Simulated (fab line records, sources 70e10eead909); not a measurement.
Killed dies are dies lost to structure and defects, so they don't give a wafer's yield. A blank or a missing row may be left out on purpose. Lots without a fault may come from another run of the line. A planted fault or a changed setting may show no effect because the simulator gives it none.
Chamber matching | flow nand_harc | NHARC_P_CONTACT_DESCUM_17 on rie_diel-08: 4 sister chambers
The step chemistry O2, time 3 s. 4 wafers are shown with their chamber, then 7 later ones without.

WAFERS WITH THEIR CHAMBER
wafer  | chamber | oes_product_au (a.u.)
L088.1 | 2       | 1.010
L088.2 | 1       | 1.021
L089.1 | 0       | 0.992
L089.2 | 3       | 1.004

WAFERS WITHOUT THEIR CHAMBER
wafer  | oes_product_au (a.u.)
L089.5 | 0.990
L093.3 | 1.008
L093.5 | 0.987
L093.6 | 0.985
L095.2 | 1.014
L095.4 | 1.000
L095.5 | 0.995

WHICH CHAMBER EACH WENT THROUGH
wafer  | from the rows above          | in truth
L089.5 | 0                            | 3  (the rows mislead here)
L093.3 | can't be placed: 2 or 3      | 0
L093.5 | 0                            | 0
L093.6 | 0                            | 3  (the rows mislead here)
L095.2 | can't be placed: 2 or 1 or 3 | 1
L095.4 | can't be placed: 3 or 0 or 2 | 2
L095.5 | can't be placed: 0 or 3      | 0
Placed correctly: 1 of 7. Can't be placed from these rows: 4 (the true chamber is among the candidates in 3). Placed wrongly: 2.
How it was worked out, from the rows above alone: a wafer's distance from a chamber is the root of the sum, over the readings, of the square of ((its reading less the chamber's mean) divided by the reading's scatter). The wafer belongs to the nearest chamber; if the next one is less than 2 further off, it can't be placed. A chamber's mean is the mean of its shown wafers. The scatter: with one shown wafer a chamber, the root of the mean of the squares of how far each hidden wafer lies from its nearest shown one.
